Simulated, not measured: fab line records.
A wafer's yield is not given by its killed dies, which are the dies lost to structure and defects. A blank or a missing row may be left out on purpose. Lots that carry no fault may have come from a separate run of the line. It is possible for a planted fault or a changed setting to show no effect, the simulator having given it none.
Commonality check across tools -- flow nand-harc -- 36 wafers sampled across 12 lots

THE REASON FOR OPENING IT
Flagged at NHARC_END_SORT_01: reading killed-at-periphery, on 3 of 12 lots. Wafers without a fault read 3.4, standard deviation 2.2.
Rule: a lot is flagged when every wafer of it that has a number lies more than 4 standard deviations from that mean, or none has a number. All remaining lots are regarded as sound.

lot,measured,on,"killed-at-periphery, wafer by wafer",flag
L232,day 19 14:07,prober-02,4 8 6,
L230,day 20 03:23,prober-01,2 3 2,
L238,day 21 04:43,prober-01,2 8 6,
L237,day 21 04:43,prober-02,2 4 8,
L240,day 21 12:50,prober-01,6 5 5,
L239,day 21 20:23,prober-02,1 0 2,
L242,day 22 13:31,prober-01,653 665 664,FLAGGED
L244,day 22 13:32,prober-02,647 640 645,FLAGGED
L245,day 23 04:05,prober-02,631 636 632,FLAGGED
L250,day 23 22:16,prober-01,6 2 6,
L253,day 24 06:50,prober-01,8 3 3,
L252,day 24 07:40,prober-02,3 3 2,
Flagged lots average 645.9: +642.5 relative to the usual, that is +99 or more standard deviations.

EACH LOT AND THE TOOL IT RAN ON
3 process steps preceding the reading are held in the record, out of 1159 steps in the route. Read each cell as the tool, then ch plus the chambers that the sampled wafers visited, then the start.
lot,flag,NHARC_P_M2_PVD_21,NHARC_P_M2_DEP_33,NHARC_P_BONDPAD_CMP_32
L232,,"pvd-sputter-02, day 6 15:02","pecvd-04 ch 0,1,2, day 6 16:51","cmp-04 ch 2,3, day 6 17:38"
L230,,"pvd-sputter-01, day 6 05:16","pecvd-04 ch 0,1, day 6 06:50","cmp-04 ch 1,3, day 6 07:47"
L238,,"pvd-sputter-02, day 8 04:53","pecvd-03 ch 1,2, day 8 06:22","cmp-01 ch 0,1,2, day 8 07:29"
L237,,"pvd-sputter-03, day 8 04:32","pecvd-02 ch 0,1, day 8 06:04","cmp-02 ch 0,2, day 8 06:50"
L240,,"pvd-sputter-03, day 8 16:44","pecvd-03 ch 0,1,2, day 8 18:48","cmp-02 ch 0,1,2, day 8 19:35"
L239,,"pvd-sputter-02, day 8 16:17","pecvd-03 ch 0,1, day 8 17:46","cmp-04 ch 1,2,3, day 8 18:37"
L242,FLAGGED,"pvd-sputter-03, day 9 07:52","pecvd-03 ch 0,1, day 9 09:33",no row
L244,FLAGGED,"pvd-sputter-01, day 9 16:35","pecvd-02 ch 0,2, day 9 18:03",no row
L245,FLAGGED,"pvd-sputter-01, day 10 06:44","pecvd-03 ch 0,1, day 10 08:16",no row
L250,,"pvd-sputter-03, day 11 03:46","pecvd-03 ch 0,1, day 11 06:31","cmp-01 ch 0,1,2, day 11 07:27"
L253,,"pvd-sputter-02, day 11 16:41","pecvd-03 ch 1,2, day 11 18:21","cmp-04 ch 0,2, day 11 19:07"
L252,,"pvd-sputter-02, day 11 13:04","pecvd-03 ch 1,2, day 11 14:44","cmp-04 ch 2,3, day 11 15:34"
What is done by these steps:
- NHARC_P_M2_PVD_21: deposits Cu, target thk 30 nm, time 20.49 s.
- NHARC_P_M2_DEP_33: deposits SiCN, target thk 30 nm.
- NHARC_P_BONDPAD_CMP_32: polishes SiCN, target thk 200 nm.
- NHARC_END_SORT_01

FLAGGED AGAINST TOTAL, ONE TOOL AT A TIME (gauges that did the reading follow at the end)
step,tool,lots run,flagged,share of the flagged lots,sound lots run after its first flagged lot
NHARC_P_M2_PVD_21,pvd-sputter-01,3,2,some,0
NHARC_P_M2_PVD_21,pvd-sputter-02,5,0,none,-
NHARC_P_M2_PVD_21,pvd-sputter-03,4,1,some,1 (L250)
NHARC_P_M2_DEP_33,pecvd-02,2,1,some,0
NHARC_P_M2_DEP_33,pecvd-03,8,2,some,"3 (L250,L252,L253)"
NHARC_P_M2_DEP_33,pecvd-04,2,0,none,-
NHARC_P_BONDPAD_CMP_32,cmp-01,2,0,none,-
NHARC_P_BONDPAD_CMP_32,cmp-02,2,0,none,-
NHARC_P_BONDPAD_CMP_32,cmp-04,5,0,none,-
NHARC_END_SORT_01,prober-01,6,1,some,"2 (L250,L253)"
NHARC_END_SORT_01,prober-02,6,2,some,1 (L252)

WHAT THE TABLE PERMITS
No row of the table ran every flagged lot.

WHAT THE SIMULATOR HAD PUT IN
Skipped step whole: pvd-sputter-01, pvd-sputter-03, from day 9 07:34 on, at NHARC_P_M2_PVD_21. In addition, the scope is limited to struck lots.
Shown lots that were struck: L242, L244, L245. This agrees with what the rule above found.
